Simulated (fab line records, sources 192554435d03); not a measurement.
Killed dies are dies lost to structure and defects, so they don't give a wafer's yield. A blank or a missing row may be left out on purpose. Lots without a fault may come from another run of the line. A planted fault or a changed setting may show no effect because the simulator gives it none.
Which tool did it? | flow n5_finfet | 11 lots, 33 wafers sampled, at 3 steps of a route of 1938

WHAT THE GAUGES READ, wafer by wafer
N5_BEOL_M15_THK_MEAS_01. Usual: M15_ILD_THK 1636 nm, standard deviation 24.
lot  | measured     | on            | M15_ILD_THK (nm) | flag
L430 | day 11 02:26 | film_metro-02 | 1637 1640 1668   |
L431 | day 11 03:11 | film_metro-01 | 1605 1629 1620   |
L433 | day 12 00:58 | film_metro-02 | 1628 1667 1658   |
L434 | day 12 01:09 | film_metro-01 | 1599 1643 1625   |
L438 | day 13 15:10 | film_metro-01 | 1636 1700 1658   |
L441 | day 14 14:49 | film_metro-02 | 1604 1605 1615   |
L445 | day 15 21:06 | film_metro-01 | 1602 1621 1619   |
L449 | day 16 10:54 | film_metro-01 | 1609 1643 1645   |
L450 | day 17 01:32 | film_metro-01 | 1608 1648 1628   |
L451 | day 17 07:04 | film_metro-01 | 1626 1665 1646   |
L453 | day 18 06:30 | film_metro-01 | 1608 1626 1654   |

N5_BEOL_M15_CD_MEAS_10: target cd 360 nm. Usual: cd_nm 359.2 nm, standard deviation 1.7.
lot  | measured     | on        | cd_nm (nm)        | flag
L430 | day 11 02:44 | cd_sem-03 | 358.0 361.3 358.3 |
L431 | day 11 03:30 | cd_sem-03 | 360.7 358.4 360.2 |
L433 | day 12 01:16 | cd_sem-03 | 361.9 358.3 360.1 |
L434 | day 12 01:35 | cd_sem-01 | 360.2 360.3 356.0 |
L438 | day 13 15:28 | cd_sem-02 | 357.7 362.4 360.4 |
L441 | day 14 15:07 | cd_sem-03 | 356.3 356.8 356.9 |
L445 | day 15 21:24 | cd_sem-02 | 357.4 358.3 357.3 |
L449 | day 16 11:12 | cd_sem-01 | 357.2 361.7 359.2 |
L450 | day 17 01:58 | cd_sem-03 | 360.3 360.3 359.4 |
L451 | day 17 07:30 | cd_sem-03 | 359.7 358.7 361.8 |
L453 | day 18 06:48 | cd_sem-03 | 360.3 358.2 362.4 |

WHICH TOOL RAN EACH LOT (tool, then ch and the chambers of the sampled wafers, then the start)
lot  | N5_BEOL_M15_ILD_DEP_00
L430 | pecvd-03 ch 0,2, day 11 02:11
L431 | pecvd-03 ch 1,2, day 11 02:56
L433 | pecvd-02 ch 0,1,2, day 12 00:43
L434 | pecvd-03 ch 0,1,2, day 12 00:54
L438 | pecvd-03 ch 0,2, day 13 14:55
L441 | pecvd-03 ch 1,2, day 14 14:28
L445 | pecvd-03 ch 1,2, day 15 20:51
L449 | pecvd-01 ch 0,2, day 16 10:39
L450 | pecvd-01 ch 0,1,2, day 17 01:17
L451 | pecvd-01 ch 0,1,2, day 17 06:49
L453 | pecvd-01 ch 0,2, day 18 06:08
- N5_BEOL_M15_ILD_DEP_00: deposits SiO2 from TEOS/O2, target thk 1629.3 nm, time 346.1 s.

WHAT THE TOOLS THEMSELVES READ (means of the sampled wafers that have a number; where no wafer has one, the mark that the record gives instead)
N5_BEOL_M15_ILD_DEP_00. Usual: heater_power_w 598 W, standard deviation 130; showerhead_plenum_p_Torr 8.34 Torr, standard deviation 0.035; showerhead_vpp_V 1827 V, standard deviation 80; susceptor_temp_C 400.01 C, standard deviation 0.23; throttle_valve_pct 18.5 %, standard deviation 0.72.
lot  | tool     | heater_power_w (W) | showerhead_plenum_p_Torr (Torr) | showerhead_vpp_V (V) | susceptor_temp_C (C) | throttle_valve_pct (%) | flag
L430 | pecvd-03 | 568                | 8.36                            | 1774                 | 400.01               | 19.1                   |
L431 | pecvd-03 | 652                | 8.36                            | 1872                 | 400.18               | 18.3                   |
L433 | pecvd-02 | 509                | 8.36                            | 1933                 | 399.86               | 17.9                   |
L434 | pecvd-03 | 685                | 8.37                            | 1834                 | 399.83               | 18.7                   |
L438 | pecvd-03 | 604                | 8.37                            | 1748                 | 399.99               | 19.0                   |
L441 | pecvd-03 | 605                | 8.35                            | 1856                 | 400.13               | 18.4                   |
L445 | pecvd-03 | 666                | 8.36                            | 1803                 | 399.93               | 18.5                   |
L449 | pecvd-01 | 621                | 8.30                            | 1827                 | 399.90               | 18.4                   |
L450 | pecvd-01 | 589                | 8.29                            | 1792                 | 400.30               | 18.6                   |
L451 | pecvd-01 | 639                | 8.30                            | 1802                 | 400.01               | 18.8                   |
L453 | pecvd-01 | 594                | 8.30                            | 1797                 | 399.94               | 18.3                   |

THE ANSWER, worked out from the rows above alone
Rule: a lot is off if the mean of its wafers that have a number lies more than 3 standard deviations from the usual mean. A lot without any number at a reading at which 4 lots or more have one is off too. The other lots that the step has rows for count as sound. The gauges are gone through in route order, then the tools' own readings, and for those a lot's mean is taken as printed above. The first step at which some lot is off is used, and at that step the reading that is off furthest; a lot without a number counts as furthest.
No lot is off at any reading shown: from this, nothing can be told.

WHAT THE SIMULATOR HAD PUT IN
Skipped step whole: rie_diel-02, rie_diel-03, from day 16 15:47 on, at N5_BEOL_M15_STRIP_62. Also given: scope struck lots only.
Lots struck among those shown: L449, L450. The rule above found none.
